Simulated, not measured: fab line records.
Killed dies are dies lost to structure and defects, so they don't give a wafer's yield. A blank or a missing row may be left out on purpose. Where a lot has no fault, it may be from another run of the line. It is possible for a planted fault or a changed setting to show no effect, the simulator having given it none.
Matching of chambers || flow nand-harc || NHARC_A_STAIRCASE_DESCUM_219 on rie-diel-13: 4 sister chambers
The step chemistry O2, time 3 s. 8 wafers are shown with their chamber, then 12 later ones without.

## WAFERS, EACH WITH ITS CHAMBER
{"wafer": "L081.5", "chamber": 1, "showerhead-plenum-p-Torr (Torr)": 1.99, "drypump-motor-current-A (A)": 6.4}
{"wafer": "L081.6", "chamber": 2, "showerhead-plenum-p-Torr (Torr)": 2.07, "drypump-motor-current-A (A)": 6.3}
{"wafer": "L084.3", "chamber": 2, "showerhead-plenum-p-Torr (Torr)": 2.07, "drypump-motor-current-A (A)": 6.3}
{"wafer": "L084.4", "chamber": 0, "showerhead-plenum-p-Torr (Torr)": 1.81, "drypump-motor-current-A (A)": 6.5}
{"wafer": "L084.6", "chamber": 3, "showerhead-plenum-p-Torr (Torr)": 1.80, "drypump-motor-current-A (A)": 6.1}
{"wafer": "L091.2", "chamber": 1, "showerhead-plenum-p-Torr (Torr)": 1.98, "drypump-motor-current-A (A)": 6.4}
{"wafer": "L091.4", "chamber": 3, "showerhead-plenum-p-Torr (Torr)": 1.80, "drypump-motor-current-A (A)": 6.0}
{"wafer": "L091.5", "chamber": 0, "showerhead-plenum-p-Torr (Torr)": 1.81, "drypump-motor-current-A (A)": 6.5}

## WAFERS WITHOUT THEIR CHAMBER
{"wafer": "L090.1", "showerhead-plenum-p-Torr (Torr)": 1.81, "drypump-motor-current-A (A)": 6.4}
{"wafer": "L090.2", "showerhead-plenum-p-Torr (Torr)": 2.06, "drypump-motor-current-A (A)": 6.3}
{"wafer": "L090.3", "showerhead-plenum-p-Torr (Torr)": 1.98, "drypump-motor-current-A (A)": 6.4}
{"wafer": "L092.2", "showerhead-plenum-p-Torr (Torr)": 1.98, "drypump-motor-current-A (A)": 6.4}
{"wafer": "L092.4", "showerhead-plenum-p-Torr (Torr)": 1.80, "drypump-motor-current-A (A)": 6.1}
{"wafer": "L092.5", "showerhead-plenum-p-Torr (Torr)": 2.06, "drypump-motor-current-A (A)": 6.3}
{"wafer": "L094.1", "showerhead-plenum-p-Torr (Torr)": 2.05, "drypump-motor-current-A (A)": 6.2}
{"wafer": "L094.2", "showerhead-plenum-p-Torr (Torr)": 1.80, "drypump-motor-current-A (A)": 6.4}
{"wafer": "L094.4", "showerhead-plenum-p-Torr (Torr)": 1.98, "drypump-motor-current-A (A)": 6.4}
{"wafer": "L094.3", "showerhead-plenum-p-Torr (Torr)": 1.79, "drypump-motor-current-A (A)": 6.1}
{"wafer": "L094.5", "showerhead-plenum-p-Torr (Torr)": 2.05, "drypump-motor-current-A (A)": 6.3}
{"wafer": "L094.6", "showerhead-plenum-p-Torr (Torr)": 1.98, "drypump-motor-current-A (A)": 6.4}

## EACH ONE'S CHAMBER
{"wafer": "L090.1", "from the rows above": 0, "in truth": 0}
{"wafer": "L090.2", "from the rows above": 2, "in truth": 2}
{"wafer": "L090.3", "from the rows above": 1, "in truth": 1}
{"wafer": "L092.2", "from the rows above": 1, "in truth": 1}
{"wafer": "L092.4", "from the rows above": 3, "in truth": 3}
{"wafer": "L092.5", "from the rows above": 2, "in truth": 2}
{"wafer": "L094.1", "from the rows above": 2, "in truth": 2}
{"wafer": "L094.2", "from the rows above": 0, "in truth": 0}
{"wafer": "L094.4", "from the rows above": 1, "in truth": 1}
{"wafer": "L094.3", "from the rows above": 3, "in truth": 3}
{"wafer": "L094.5", "from the rows above": 2, "in truth": 2}
{"wafer": "L094.6", "from the rows above": 1, "in truth": 1}
12 of 12 placed correctly. From these rows, 0 cannot be placed. Number placed wrongly: 0.
How it was worked out, from the rows above alone: a wafer's distance from a chamber is the root of the sum, over the readings, of the square of ((its reading less the chamber's mean) divided by the reading's scatter). If the next closest chamber is less than 2 further off than the closest, the wafer can't be placed; otherwise it belongs to the closest. Each chamber's mean is taken over the wafers shown for it. The scatter is the square root of a quotient: the sum, over the shown wafers, of each reading's squared deviation from its chamber's mean, divided by wafers minus chambers.
